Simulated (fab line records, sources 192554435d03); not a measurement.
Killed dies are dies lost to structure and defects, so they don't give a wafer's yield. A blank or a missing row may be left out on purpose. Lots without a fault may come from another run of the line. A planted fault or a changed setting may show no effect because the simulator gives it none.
One fault seen from 2 desks | flow n5_finfet | each desk has only its own numbers; what lay behind them comes last

THE TOOL OWNER'S DESK: ald_metal-04
The tool's own readings at N5_HKMG_FIN_NWFM_ALD_20 (deposits TiAlC, target thk 2 nm, pulse time 3 s, purge time 2 s): means of the sampled wafers that have a number, for each lot that ran on this tool. A lot is out of limits, marked OUT, if its mean lies more than 4 standard deviations from the usual mean; the brackets give that distance.
Columns: A = heater_power_w at N5_HKMG_FIN_NWFM_ALD_20, usual 492 W; B = precursor_pulse_height_rel at N5_HKMG_FIN_NWFM_ALD_20, usual 1.002
lot  | first seen here | A   | B
L687 | day 4 23:44     | 521 | 1.004
L694 | day 6 06:10     | 468 | 1.011
L697 | day 7 01:57     | 475 | 1.028
This desk's finding: nothing out of limits on any of the 3 lots.

THE METROLOGY DESK
What the gauges read, lot by lot, whatever tool the lot ran on: means of the sampled wafers that have a number. A lot is out of limits, marked OUT, if its mean lies more than 4 standard deviations from the usual mean; the brackets give that distance. Of its 20 readings 7 are shown: the one that was out of limits first, and those that lie furthest out on some lot.
Columns: A = IOFF_N_LONG at N5_BEOL_M4_RC_MEAS_101, usual 5.47e-05 nA/um; B = IOFF_P_LIN at N5_BEOL_M4_RC_MEAS_101, usual 0.100 nA/um; C = IOFF_P_LONG at N5_BEOL_M4_RC_MEAS_101, usual 0.000102 nA/um; D = ION_N at N5_BEOL_M4_RC_MEAS_101, usual 680 uA/um; E = VT_N at N5_BEOL_M4_RC_MEAS_101, usual 248.9 mV; F = VT_N_LONG at N5_BEOL_M4_RC_MEAS_101, usual 275.3 mV; G = VT_N_LVT at N5_BEOL_M4_RC_MEAS_101, usual 97 mV
lot  | first seen here | A                   | B     | C        | D              | E                | F               | G
L689 | day 8 22:56     | 5.20e-05            | 0.090 | 0.000096 | 681            | 248.5            | 276.0           | 98
L687 | day 9 01:41     | 5.87e-05            | 0.113 | 0.000114 | 676            | 248.2            | 271.6           | 97
L694 | day 10 03:49    | 4.90e-05            | 0.082 | 0.000093 | 664            | 253.4            | 277.9           | 101
L695 | day 10 19:17    | 5.47e-05            | 0.097 | 0.000105 | 681            | 249.9            | 274.6           | 98
L697 | day 11 00:59    | 4.31e-05 (-4.5) OUT | 0.143 | 0.000128 | 619 (-5.5) OUT | 277.2 (+9.8) OUT | 302.4 (+15) OUT | 125 (+9.3) OUT
L698 | day 11 19:04    | 5.33e-05            | 0.098 | 0.000093 | 679            | 248.9            | 275.3           | 96
L708 | day 14 10:52    | 5.32e-05            | 0.104 | 0.000109 | 674            | 249.3            | 276.4           | 99
L709 | day 14 13:47    | 5.71e-05            | 0.122 | 0.000117 | 686            | 247.1            | 274.0           | 97
This desk's finding: out of limits on L697; first on L697, day 11 00:59 (IOFF_N_LONG at N5_BEOL_M4_RC_MEAS_101). In limits: L689, L687, L694, L695, L698, L708, L709.

PUT TOGETHER
The metrology desk could have raised an alarm at day 11 00:59, on L697.
The tool owner's desk saw nothing out of limits.
The tool owner's desk has L697 on record, within its limits.
Of the lots named, all ran N5_HKMG_FIN_NWFM_ALD_20 on ald_metal-04.

WHAT THE SIMULATOR HAD PUT IN
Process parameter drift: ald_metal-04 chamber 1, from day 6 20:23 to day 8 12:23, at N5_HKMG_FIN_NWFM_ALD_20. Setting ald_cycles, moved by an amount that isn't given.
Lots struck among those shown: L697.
Hours from the fault's start to each desk's first reading out of limits: the metrology desk, 101.
